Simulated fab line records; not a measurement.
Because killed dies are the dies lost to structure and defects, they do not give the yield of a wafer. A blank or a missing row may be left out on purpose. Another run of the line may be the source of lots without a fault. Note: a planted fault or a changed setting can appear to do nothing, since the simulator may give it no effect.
fab line records | flow n5-finfet | part 2 of 2: steps 15 to 26 of 26
record: lots: 5 | wafers: 15 | last-day: 15
route steps=1938 shown BEOL_M4@1058
lots untouched by any fault: they come from a run of this same line in which no faults occurred
start-h: hours from the record's first day to the start of the lot's first wafer shown | wait-h: how many hours have passed since the lot's step before this one | " repeats the value in the row above | L1.1+2: a row that stands for several wafers | - either no value or no given start | * or withheld: withheld | < > ~ a bound
route shown NAME@n: a module of which the file shows steps, and the number in the route of the first | usual: mean/standard deviation taken from wafers without a fault | same: alike in all rows | chamber/n: place in a boat | sites: each site's reading | _std_site: the standard deviation of these | _edge_site: inner sites' mean taken away from outer sites' mean | radius-mm: how far each site lies from the wafer's centre | mask NAME#n: copy n | behind: the most recent tool/chamber to have shaped the wafer | hold: cause of the lot's hold/its duration in hours/its outcome | device: names the non-switching transistor (n, p or np) | end of line: the route-end tests of the same wafers | a step given without rows: its recipe and nothing more | killed: at the first sort, the dies lost to defects and structure; wafer yield is something else | map: shows each die of a wafer: x if killed, . if not, _ if none is there
set.NAME: the setting the step ran with; set.NAME@STEP: the setting that earlier step ran with | model.NAME: the simulator's own value behind a step, which no gauge read
lots at selected steps of the route; one table per step, one row per wafer
services: from which hour (start-h, from the record's first day; less than 0 if before it) a tool's chamber was out of use, for how many hours, and why
== steps ==
step: N5_BEOL_M4_STRIP_97
recipe: chemistry: N2/H2 | time-s: 10 | power-w: 450 | temp-c: 40 | pressure-mtorr: 20 | rf-frequency-hz: 6e+07 | bias-power-w: 7 | n2-flow-sccm: 200 | h2-flow-sccm: 200
usual: drypump-motor-current-A: 5.6/0.42 | oes-product-au: 0.80/0.078 | rf-vpp-V: 59.1/0.84 | showerhead-plenum-p-Torr: 2.55/0.085 | throttle-valve-pct: 23.55/0.25
lot.wafer | tool        | chamber | start-h | wait-h | drypump-motor-current-A | oes-product-au | rf-hours-counter-h | rf-vpp-V | showerhead-plenum-p-Torr | throttle-valve-pct
L077.2    | rie-diel-04 | 0       | -       | -      | 5.9                     | 0.77           | 172                | 57.7     | 2.54                     | 23.44
L077.3    | "           | 3       | "       | "      | 5.0                     | 0.89           | 36                 | 58.5     | 2.70                     | 23.59
L077.5    | "           | 0       | "       | "      | 5.9                     | 0.77           | -                  | 58.4     | 2.54                     | 23.42
L078.1    | rie-diel-05 | 3       | -       | -      | 5.7                     | 0.71           | 208                | 59.7     | 2.49                     | 23.21
L078.2    | "           | 0       | "       | "      | 5.6                     | 0.85           | 51                 | 60.9     | 2.70                     | 23.65
L078.4    | "           | 0       | "       | "      | 5.6                     | 0.86           | -                  | 59.3     | 2.70                     | 23.65
L085.2    | rie-diel-02 | 2       | -       | -      | 6.6                     | 0.74           | 173                | 58.5     | 2.42                     | 23.56
L085.4    | "           | 0       | "       | "      | 5.4                     | 0.78           | 133                | 60.9     | 2.55                     | 23.40
L085.6    | "           | 2       | "       | "      | 6.6                     | 0.74           | -                  | 58.9     | 2.42                     | 23.59
L090.1    | rie-diel-02 | 2       | -       | -      | 6.6                     | 0.74           | 183                | 58.7     | 2.41                     | 23.59
L090.2    | "           | 3       | "       | "      | 5.5                     | 0.85           | 70                 | 59.4     | 2.47                     | 23.70
L090.5    | "           | 2       | "       | "      | 6.6                     | 0.73           | -                  | 57.7     | 2.41                     | 23.58
L091.1    | rie-diel-04 | 3       | -       | -      | 5.0                     | 0.84           | 69                 | 59.0     | 2.68                     | 23.61
L091.4    | "           | 1       | "       | "      | 5.4                     | 0.85           | -                  | 58.4     | 2.50                     | 23.55
L091.5    | "           | 0       | "       | "      | 5.9                     | 0.74           | -                  | 59.3     | 2.52                     | 23.49
step: N5_BEOL_M4_OCD_MEAS_38
usual: trench-depth-nm: 55.4/0.91
lot.wafer | tool   | chamber | start-h | wait-h | trench-depth-nm
L077.2    | ocd-01 | -       | 175.69  | -      | 56.1
L077.3    | "      | -       | "       | "      | 55.9
L077.5    | "      | -       | "       | "      | 55.6
L078.1    | ocd-01 | -       | 180.15  | -      | 55.2
L078.2    | "      | -       | "       | "      | 55.4
L078.4    | "      | -       | "       | "      | 55.7
L085.2    | ocd-01 | -       | 234.45  | -      | 55.3
L085.4    | "      | -       | "       | "      | 56.1
L085.6    | "      | -       | "       | "      | 55.6
L090.1    | ocd-01 | -       | 260.94  | -      | 55.4
L090.2    | "      | -       | "       | "      | 54.1
L090.5    | "      | -       | "       | "      | 55.0
L091.1    | ocd-01 | -       | 268.11  | -      | 56.5
L091.4    | "      | -       | "       | "      | 55.3
L091.5    | "      | -       | "       | "      | 54.9
step: N5_BEOL_M4_HM_STRIP_39
recipe: chemistry: peroxide-tin-strip | material: TiN | target-depth-a: 250 | temp-c: 50 | time-s: 158
lot.wafer  | tool         | chamber | start-h | wait-h
L077.2+3+5 | wet-bench-04 | 7,4,5   | 175.72  | 0.0
L078.1+2+4 | wet-bench-02 | 5,3,1   | 180.18  | 0.0
L085.2+4+6 | wet-bench-04 | 2,3,0   | 234.48  | 0.0
L090.1+2+5 | wet-bench-02 | 1,7,0   | 260.98  | 0.0
L091.1+4+5 | wet-bench-04 | 2,1,7   | 268.14  | 0.0
step: N5_BEOL_M4_SRD_40
recipe: time-s: 30 | temp-c: 23 | rinse-liquid: diw | dry: ipa-marangoni
lot.wafer  | tool         | chamber | start-h | wait-h
L077.2+3+5 | wet-bench-04 | 7,4,5   | 175.77  | 0.0
L078.1+2+4 | wet-bench-02 | 5,3,1   | 180.23  | 0.0
L085.2+4+6 | wet-bench-04 | 2,3,0   | 234.53  | 0.0
L090.1+2+5 | wet-bench-02 | 1,7,0   | 261.03  | 0.0
L091.1+4+5 | wet-bench-04 | 2,1,7   | 268.19  | 0.0
step: N5_BEOL_M4_PRECLEAN_42
recipe: chemistry: residue-remover | time-s: 60 | temp-c: 40
lot.wafer  | tool         | chamber | start-h | wait-h
L077.2+3+5 | wet-bench-04 | 7,4,5   | 175.79  | 0.0
L078.1+2+4 | wet-bench-02 | 5,3,1   | 180.25  | 0.0
L085.2+4+6 | wet-bench-04 | 2,3,0   | 234.54  | 0.0
L090.1+2+5 | wet-bench-02 | 1,7,0   | 261.04  | 0.0
L091.1+4+5 | wet-bench-04 | 2,1,7   | 268.21  | 0.0
step: N5_BEOL_M4_SRD_43
recipe: time-s: 30 | temp-c: 23 | rinse-liquid: diw | dry: ipa-marangoni
lot.wafer  | tool         | chamber | start-h | wait-h
L077.2+3+5 | wet-bench-04 | 7,4,5   | 175.80  | 0.0
L078.1+2+4 | wet-bench-02 | 5,3,1   | 180.27  | 0.0
L085.2+4+6 | wet-bench-04 | 2,3,0   | 234.56  | 0.0
L090.1+2+5 | wet-bench-02 | 1,7,0   | 261.06  | 0.0
L091.1+4+5 | wet-bench-04 | 2,1,7   | 268.22  | 0.0
step: N5_BEOL_M4_CD_MEAS_35
recipe: target-cd-nm: 18 | target-cd-y-nm: 22.4 | polarity: opening
usual: cd-nm: 18.1/0.36
lot.wafer | tool      | chamber | start-h | wait-h | cd-nm
L077.2    | cd-sem-01 | -       | 175.85  | 0.0    | 19.0
L077.3    | "         | -       | "       | "      | 18.1
L077.5    | "         | -       | "       | "      | 18.4
L078.1    | cd-sem-01 | -       | 180.31  | 0.0    | 17.4
L078.2    | "         | -       | "       | "      | 18.0
L078.4    | "         | -       | "       | "      | 17.8
L085.2    | cd-sem-01 | -       | 234.60  | 0.0    | 18.5
L085.4    | "         | -       | "       | "      | 18.4
L085.6    | "         | -       | "       | "      | 16.9
L090.1    | cd-sem-02 | -       | 261.10  | 0.0    | 17.9
L090.2    | "         | -       | "       | "      | 18.2
L090.5    | "         | -       | "       | "      | 18.5
L091.1    | cd-sem-01 | -       | 268.26  | 0.0    | 18.5
L091.4    | "         | -       | "       | "      | 18.3
L091.5    | "         | -       | "       | "      | 18.4
step: N5_BEOL_M4_DEGAS_44
recipe: ambient: vacuum | temp-c: 250 | time-s: 60
usual: heater-power-w: 332/21
lot.wafer | tool           | chamber | start-h | wait-h | heater-power-w
L077.2    | pvd-sputter-02 | -       | 176.17  | 0.3    | 314
L077.3    | "              | -       | "       | "      | 340
L077.5    | "              | -       | "       | "      | 312
L078.1    | pvd-sputter-01 | -       | 180.67  | 0.4    | 310
L078.2    | "              | -       | "       | "      | 336
L078.4    | "              | -       | "       | "      | 326
L085.2    | pvd-sputter-01 | -       | 235.10  | 0.5    | 334
L085.4    | "              | -       | "       | "      | 347
L085.6    | "              | -       | "       | "      | 346
L090.1    | pvd-sputter-01 | -       | 261.71  | 0.6    | 330
L090.2    | "              | -       | "       | "      | 329
L090.5    | "              | -       | "       | "      | 334
L091.1    | pvd-sputter-01 | -       | 268.59  | 0.3    | 325
L091.4    | "              | -       | "       | "      | 336
L091.5    | "              | -       | "       | "      | 317
step: N5_BEOL_M4_PRE_CLEAN_45
recipe: gas: H2/He | time-s: 30 | temp-c: 250
usual: heater-power-w: 333/22
lot.wafer | tool           | chamber | start-h | wait-h | heater-power-w
L077.2    | pvd-sputter-02 | -       | 176.21  | 0.0    | 312
L077.3    | "              | -       | "       | "      | 329
L077.5    | "              | -       | "       | "      | 313
L078.1    | pvd-sputter-01 | -       | 180.71  | 0.0    | 309
L078.2    | "              | -       | "       | "      | 345
L078.4    | "              | -       | "       | "      | 326
L085.2    | pvd-sputter-01 | -       | 235.14  | 0.0    | 327
L085.4    | "              | -       | "       | "      | 346
L085.6    | "              | -       | "       | "      | 351
L090.1    | pvd-sputter-01 | -       | 261.75  | 0.0    | 332
L090.2    | "              | -       | "       | "      | 321
L090.5    | "              | -       | "       | "      | 346
L091.1    | pvd-sputter-01 | -       | 268.63  | 0.0    | 326
L091.4    | "              | -       | "       | "      | 341
L091.5    | "              | -       | "       | "      | 317
step: N5_BEOL_M4_ALD_84
recipe: material: TaN | target-thk-a: * | temp-c: 275 | ald-precursor-family: PDMAT | ald-co-reactant: NH3 | pressure-torr: 3 | carrier-flow-sccm: 1500 | pulse-time-s: 2 | purge-time-s: 3 | co-reactant-purge-time-s: 2 | co-reactant-pulse-time-s: 3 | ald-cycles: 30 | precursor-vessel-temp-c: 75 | precursor-vessel-pressure-torr: 26.25 | precursor-vessel-carrier-sccm: 1000
usual: chamber-pressure-Torr: 3.000/0.0067 | heater-power-w: 427/36 | precursor-vessel-carrier-sccm: 1000.0/3 | precursor-vessel-temp-c: 74.99/0.12
lot.wafer | tool         | chamber | start-h | wait-h | chamber-pressure-Torr | heater-power-w | precursor-vessel-carrier-sccm | precursor-vessel-temp-c
L077.2    | ald-metal-01 | 1       | 176.31  | 0.1    | 2.997                 | 441            | 1002.5                        | 74.96
L077.3    | "            | 3       | "       | "      | 2.998                 | 391            | 997.6                         | 75.05
L077.5    | "            | 1       | "       | "      | 3.005                 | 432            | 1002.0                        | 75.05
L078.1    | ald-metal-03 | 1       | 180.77  | 0.0    | 2.996                 | 361            | 1002.0                        | 75.15
L078.2    | "            | 3       | "       | "      | 2.997                 | 472            | 999.5                         | 74.96
L078.4    | "            | 2       | "       | "      | 2.995                 | 456            | 1003.3                        | 75.04
L085.2    | ald-metal-03 | 0       | 235.22  | 0.1    | 2.999                 | 404            | 998.3                         | 74.89
L085.4    | "            | 3       | "       | "      | 3.001                 | 465            | 1006.3                        | 74.69
L085.6    | "            | 1       | "       | "      | 3.006                 | 370            | 1003.1                        | 75.12
L090.1    | ald-metal-01 | 0       | 261.85  | 0.1    | 3.001                 | 466            | 1000.6                        | 75.00
L090.2    | "            | 3       | "       | "      | 3.001                 | 397            | 1000.9                        | 74.82
L090.5    | "            | 3       | "       | "      | 2.997                 | 388            | 996.2                         | 75.14
L091.1    | ald-metal-04 | 2       | 268.71  | 0.1    | 2.993                 | 470            | 995.6                         | 75.01
L091.4    | "            | 1       | "       | "      | 2.999                 | 392            | 996.2                         | 75.07
L091.5    | "            | 3       | "       | "      | 2.998                 | 413            | 1003.1                        | 75.05
step: N5_BEOL_M4_SURFACE_TREAT_85
recipe: gas: Ar | time-s: * | ion-energy-ev: * | ion-current-ma-cm2: 0.5 | pressure-mtorr: * | ar-flow-sccm: 30
usual: throttle-valve-pct: *
lot.wafer | tool           | chamber | start-h | wait-h | throttle-valve-pct
L077.2    | pvd-sputter-03 | -       | 176.82  | 0.4    | *
L077.3    | "              | -       | "       | "      | *
L077.5    | "              | -       | "       | "      | *
L078.1    | pvd-sputter-01 | -       | 181.05  | 0.2    | *
L078.2    | "              | -       | "       | "      | *
L078.4    | "              | -       | "       | "      | *
L085.2    | pvd-sputter-01 | -       | 235.62  | 0.3    | *
L085.4    | "              | -       | "       | "      | *
L085.6    | "              | -       | "       | "      | *
L090.1    | pvd-sputter-03 | -       | 262.31  | 0.4    | *
L090.2    | "              | -       | "       | "      | *
L090.5    | "              | -       | "       | "      | *
L091.1    | pvd-sputter-01 | -       | 269.03  | 0.2    | *
L091.4    | "              | -       | "       | "      | *
L091.5    | "              | -       | "       | "      | *
step: N5_BEOL_M4_CVD_47
recipe: material: Co | target-thk-a: 30 | temp-c: withheld | precursor: CCTBA/H2 | pressure-torr: 30 | time-s: 223.8
usual: chamber-pressure-Torr: 30.00/0.067
lot.wafer | tool      | chamber | start-h | wait-h | chamber-pressure-Torr
L077.2    | cvd-co-02 | 1       | 176.88  | 0.0    | 30.03
L077.3    | "         | 2       | "       | "      | 30.08
L077.5    | "         | 1       | "       | "      | 29.92
L078.1    | cvd-co-01 | 2       | 181.13  | 0.1    | 29.95
L078.2    | "         | 1       | "       | "      | 30.04
L078.4    | "         | 2       | "       | "      | 30.06
L085.2    | cvd-co-01 | 0       | 235.68  | 0.0    | 30.06
L085.4    | "         | 1       | "       | "      | 30.05
L085.6    | "         | 2       | "       | "      | 30.18
L090.1    | cvd-co-01 | 0       | 262.37  | 0.0    | 29.97
L090.2    | "         | 1       | "       | "      | 30.08
L090.5    | "         | 2       | "       | "      | 29.98
L091.1    | cvd-co-02 | 1       | 269.32  | 0.3    | 30.06
L091.4    | "         | 1       | "       | "      | 30.09
L091.5    | "         | 0       | "       | "      | 29.98
== services ==
tool         | chamber | start-h | hours | kind
rie-diel-05  | 1       | 153.82  | -     | clean
rie-diel-05  | 1       | 153.82  | -     | consumable-replace:focus-ring
rie-diel-05  | 1       | 153.82  | 20.4  | scheduled-down
rie-diel-05  | 1       | 153.82  | 20.4  | vent-cycle
ald-sin-02   | -       | 176.75  | 14.0  | pm
ald-sin-02   | 0       | 176.75  | 14.0  | vent-cycle
ald-sin-02   | 1       | 176.75  | 14.0  | vent-cycle
ald-sin-02   | 2       | 176.75  | 14.0  | vent-cycle
ald-sin-02   | 3       | 176.75  | 14.0  | vent-cycle
ald-sin-01   | -       | 180.58  | 6.0   | pm
ald-sin-02   | 0       | 190.75  | -     | clean
ald-sin-02   | 1       | 190.75  | -     | clean
ald-sin-02   | 2       | 190.75  | -     | clean
ald-sin-02   | 3       | 190.75  | -     | clean
ald-sin-02   | 3       | 194.48  | 6.7   | repair
ald-metal-04 | -       | 204.05  | 1.2   | repair
rie-diel-05  | 3       | 207.52  | 3.0   | repair
ald-metal-04 | -       | 208.64  | 6.0   | pm
cvd-co-01    | -       | 215.00  | 1.1   | repair
ald-metal-03 | -       | 222.29  | 1.4   | repair
ald-metal-04 | -       | 239.48  | 8.7   | pm
ald-sin-04   | -       | 241.49  | 28.1  | pm
rie-diel-04  | 2       | 266.00  | 8.9   | repair
